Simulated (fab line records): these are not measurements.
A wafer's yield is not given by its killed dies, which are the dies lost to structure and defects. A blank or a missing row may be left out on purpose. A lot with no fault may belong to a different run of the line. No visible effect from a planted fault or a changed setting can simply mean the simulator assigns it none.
Matching of chambers || flow n5-finfet || 3 sister chambers for N5_BEOL_M7_PECVD_70 on pecvd-04
The step deposits SiO2 from TEOS/O2, target thk 20 nm, time 22.7 s. 6 wafers are shown with their chamber, then 7 later ones without.

## WAFERS WITH THEIR CHAMBER
{"wafer": "L082.1", "chamber": 2, "showerhead-plenum-p-Torr (Torr)": 8.72, "throttle-valve-pct (%)": 21.8}
{"wafer": "L082.6", "chamber": 0, "showerhead-plenum-p-Torr (Torr)": 8.79, "throttle-valve-pct (%)": 22.1}
{"wafer": "L088.1", "chamber": 0, "showerhead-plenum-p-Torr (Torr)": 8.79, "throttle-valve-pct (%)": 21.9}
{"wafer": "L088.5", "chamber": 1, "showerhead-plenum-p-Torr (Torr)": 8.71, "throttle-valve-pct (%)": 22.4}
{"wafer": "L091.1", "chamber": 1, "showerhead-plenum-p-Torr (Torr)": 8.69, "throttle-valve-pct (%)": 22.7}
{"wafer": "L091.3", "chamber": 2, "showerhead-plenum-p-Torr (Torr)": 8.73, "throttle-valve-pct (%)": 21.8}

## WAFERS MISSING THEIR CHAMBER
{"wafer": "L091.6", "showerhead-plenum-p-Torr (Torr)": 8.70, "throttle-valve-pct (%)": 22.3}
{"wafer": "L095.1", "showerhead-plenum-p-Torr (Torr)": 8.72, "throttle-valve-pct (%)": 22.4}
{"wafer": "L095.2", "showerhead-plenum-p-Torr (Torr)": 8.80, "throttle-valve-pct (%)": 22.1}
{"wafer": "L095.5", "showerhead-plenum-p-Torr (Torr)": 8.81, "throttle-valve-pct (%)": 22.0}
{"wafer": "L097.1", "showerhead-plenum-p-Torr (Torr)": 8.68, "throttle-valve-pct (%)": 22.2}
{"wafer": "L097.3", "showerhead-plenum-p-Torr (Torr)": 8.78, "throttle-valve-pct (%)": 21.9}
{"wafer": "L097.5", "showerhead-plenum-p-Torr (Torr)": 8.69, "throttle-valve-pct (%)": 22.5}

## EACH ONE'S CHAMBER
{"wafer": "L091.6", "from the rows above": 1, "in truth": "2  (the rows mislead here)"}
{"wafer": "L095.1", "from the rows above": "can't be placed: 1 or 2", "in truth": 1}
{"wafer": "L095.2", "from the rows above": 0, "in truth": 0}
{"wafer": "L095.5", "from the rows above": 0, "in truth": 0}
{"wafer": "L097.1", "from the rows above": 1, "in truth": 1}
{"wafer": "L097.3", "from the rows above": 0, "in truth": 0}
{"wafer": "L097.5", "from the rows above": 1, "in truth": 1}
Correctly placed: 5 of 7. These rows do not allow placing 1 (true chamber among the candidates in 1). Wrongly placed: 1.
How it was worked out, from the rows above alone: a wafer's distance from a chamber is the root of the sum, over the readings, of the square of ((its reading less the chamber's mean) divided by the reading's scatter). If the next closest chamber is less than 2 further off than the closest, the wafer can't be placed; otherwise it belongs to the closest. Each chamber's mean is taken over the wafers shown for it. The scatter: the root of (the sum of the squares of (reading less its chamber's mean) over the shown wafers, divided by (wafers less chambers)).
